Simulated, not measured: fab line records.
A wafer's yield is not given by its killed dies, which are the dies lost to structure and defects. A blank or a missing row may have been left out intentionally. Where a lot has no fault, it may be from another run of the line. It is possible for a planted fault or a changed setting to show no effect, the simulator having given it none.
Matching of chambers || flow n5Finfet || 3 sister chambers for N5_FIN_SAQP_PECVD_06 on pecvd-01
The step deposits a-Si from SiH4/He, target thk 60 nm, time 48.1 s. 3 wafers are shown with their chamber, then 9 later ones without.

## WAFERS, EACH WITH ITS CHAMBER
{"wafer": "L084.2", "chamber": 1, "showerheadPlenumPTorr (Torr)": 5.72}
{"wafer": "L084.4", "chamber": 2, "showerheadPlenumPTorr (Torr)": 5.71}
{"wafer": "L084.6", "chamber": 0, "showerheadPlenumPTorr (Torr)": 5.62}

## WAFERS MISSING THEIR CHAMBER
{"wafer": "L085.3", "showerheadPlenumPTorr (Torr)": 5.60}
{"wafer": "L085.4", "showerheadPlenumPTorr (Torr)": 5.72}
{"wafer": "L085.5", "showerheadPlenumPTorr (Torr)": 5.71}
{"wafer": "L086.3", "showerheadPlenumPTorr (Torr)": 5.60}
{"wafer": "L086.4", "showerheadPlenumPTorr (Torr)": 5.72}
{"wafer": "L086.6", "showerheadPlenumPTorr (Torr)": 5.70}
{"wafer": "L087.1", "showerheadPlenumPTorr (Torr)": 5.61}
{"wafer": "L087.2", "showerheadPlenumPTorr (Torr)": 5.72}
{"wafer": "L087.3", "showerheadPlenumPTorr (Torr)": 5.71}

## WHICH CHAMBER EACH ONE RAN IN
{"wafer": "L085.3", "from the rows above": 0, "in truth": 0}
{"wafer": "L085.4", "from the rows above": "can't be placed: 1 or 2", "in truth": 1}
{"wafer": "L085.5", "from the rows above": "can't be placed: 2 or 1", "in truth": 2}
{"wafer": "L086.3", "from the rows above": 0, "in truth": 0}
{"wafer": "L086.4", "from the rows above": "can't be placed: 1 or 2", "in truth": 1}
{"wafer": "L086.6", "from the rows above": "can't be placed: 2 or 1", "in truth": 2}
{"wafer": "L087.1", "from the rows above": 0, "in truth": 0}
{"wafer": "L087.2", "from the rows above": "can't be placed: 1 or 2", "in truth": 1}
{"wafer": "L087.3", "from the rows above": "can't be placed: 2 or 1", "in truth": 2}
Correctly placed: 3 of 9. Not placeable from these rows: 6 (in 6, the candidates include the true chamber). Wrongly placed: 0.
How it was worked out, from the rows above alone: a wafer's distance from a chamber is the root of the sum, over the readings, of the square of ((its reading less the chamber's mean) divided by the reading's scatter). The wafer belongs to the nearest chamber; if the next one is less than 2 further off, it can't be placed. The mean given for a chamber averages the wafers shown for that chamber. The scatter (one wafer shown for each chamber): square how far every hidden wafer sits from the nearest shown wafer, average those squares and take the square root.
